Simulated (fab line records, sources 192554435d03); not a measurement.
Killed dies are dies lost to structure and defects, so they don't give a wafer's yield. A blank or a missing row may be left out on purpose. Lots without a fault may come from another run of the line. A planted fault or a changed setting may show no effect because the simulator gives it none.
A struck lot beside a sound one | flow n5_finfet | 23 steps out of a route of 1938
Sound: wafers L903.2, L903.4, L903.6. Struck: wafers L909.1, L909.4, L909.5. The cause comes at the end.
At each step with rows: each side's tool, then ch and its chambers, then its first start. Under that, the readings that differ: sound wafers | struck wafers | difference of the means | sigmas: that difference in standard deviations of wafers without a fault.
alike: readings whose means differ by less than 2 such deviations, and words and numbers that are the same on both sides. not compared: withheld readings, readings that some wafer has no value for, bounds like >300 that may hide the same value, and numbers for which the record gives no deviation and whose values overlap.
The two part at a step that has a row with sigmas, a row that says differs or no value, or rows on one side only. Numbers that don't overlap but have no deviation are shown without sigmas and don't part them. A reading that every wafer of one side lacks parts them only if that side has two wafers or more.

first, 11 steps without rows for these wafers: N5_BEOL_M1_DESCUM_16 (chemistry O2, time 7 s); N5_BEOL_M1_ETCH_74 (etches underlayer in N2/H2, target depth 6.5 nm, time 5.2 s); N5_BEOL_M1_ETCH_63 (etches SiARC in CF4, target depth 15.6 nm, time 26 s); N5_BEOL_M1_ETCH_64 (etches SOC in N2/H2, target depth 75 nm, overetch 15 nm, time 112.5 s); N5_BEOL_M1_STRIP_65 (strips in N2/H2); N5_BEOL_M1_STRIP_75 (strips in N2/H2); N5_BEOL_M1_STRIP_66 (strips in CF4); N5_BEOL_M1_HM_OPEN_17 (chemistry Cl2/BCl3, target TiN, target depth 20 nm, overetch 6 nm); N5_BEOL_M1_STRIP_19 (strips in O2); N5_BEOL_M1_COAT_67 (time 60 s, resist thk 60 nm); N5_BEOL_M1_COAT_68 (time 60 s, resist thk 12 nm).
N5_BEOL_M1_COAT_76: time 60 s, resist thk 5 nm.
  sound on litho_track-02 ch 0, day 9 03:28; struck on litho_track-02 ch 0, day 10 13:31
  reading                  | sound             | struck            | difference | sigmas
  heater_power_total_W (W) | 389.6 390.2 390.2 | 551.5 552.5 555.2 | +163.1     | +99 or more
  run_length_s (s)         | 66.46 66.05 66.18 | 40.31 40.23 40.37 | -25.93     | -99 or more
then, 7 steps without rows for these wafers: N5_BEOL_M1_COAT_22 (resist thk 30 nm); N5_BEOL_M1_EBR_24; N5_BEOL_M1_SOFTBAKE_23 (time 60 s); N5_BEOL_M1_EXPOSE_25 (exposes mask V0, defocus 5 nm, target cd 24 nm); N5_BEOL_M1_PEB_26 (peb time 60 s); N5_BEOL_M1_DEVELOP_27 (develop time 30 s); N5_BEOL_M1_DESCUM_33 (chemistry O2, time 7 s).
N5_BEOL_M1_ETCH_77: etches underlayer in N2/H2, target depth 6.5 nm, time 5.2 s.
  sound on rie_diel-02 ch 0,2, day 9 03:59; struck on rie_diel-02 ch 2,3, day 10 14:04
  reading                  | sound             | struck            | difference | sigmas
  oes_product_au (a.u.)    | 0.85 0.84 0.65    | 0.64 0.62 0.64    | -0.15      | -2
  model.etch.depth_nm (nm) | 5.004 4.986 4.992 | 5.016 5.031 5.033 | +0.033     |
  alike: drypump_motor_current_A, etch_rf_on_time_s, rf_vpp_V, showerhead_plenum_p_Torr, throttle_valve_pct
  not compared: rf_hours_counter_h
then, 1 step without rows for these wafers: N5_BEOL_M1_ETCH_69 (etches SiARC in CF4, target depth 15.6 nm, time 26 s).
-- the record jumps here: 2 days lie between the struck wafers' starts before and after (it left off in module BEOL_M1 and takes up again in module BEOL_M4, whose first step shown is number 1111 of the route) --
N5_BEOL_M4_RC_MEAS_101:
  sound on prober-01 ch 0, day 11 08:14; struck on prober-01 ch 0, day 12 22:37
  alike: DIBL_N, DIBL_P, IOFF_N, IOFF_P, ION_N, ION_P, SS_N, SS_P, VT_N, VT_P
-- the record jumps here: 5 days lie between the struck wafers' starts before and after (it left off in module BEOL_M4 and takes up again in module PASSIVATION, whose first step shown is number 1936 of the route) --
N5_PASSIVATION_PROBE_49:
  sound on prober-02, day 15 21:29; struck on prober-01, day 17 17:39
  reading                 | sound | struck      | difference | sigmas
  killed_open             | 95    | 77 55 51    | -34        | -3
  sort_bin_5_function (%) | 6.4   | 4.5 4.6 3.6 | -2.2       | -2
  alike: defect_limited_yield, killed_at_M0_to_M3, killed_at_M4_up, killed_at_contacts, killed_at_front_end, killed_at_other, killed_dies, killed_on_rim, killed_short, sort_bin_6_memory, sort_n_pass, sort_yield_pct

WHERE THEY PART
First at N5_BEOL_M1_COAT_76; last, within this record, at N5_PASSIVATION_PROBE_49.

WHY: what the simulator had put in
Process parameter drift: litho_track-02, from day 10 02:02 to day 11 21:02, at N5_BEOL_M1_COAT_76. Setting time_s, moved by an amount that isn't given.
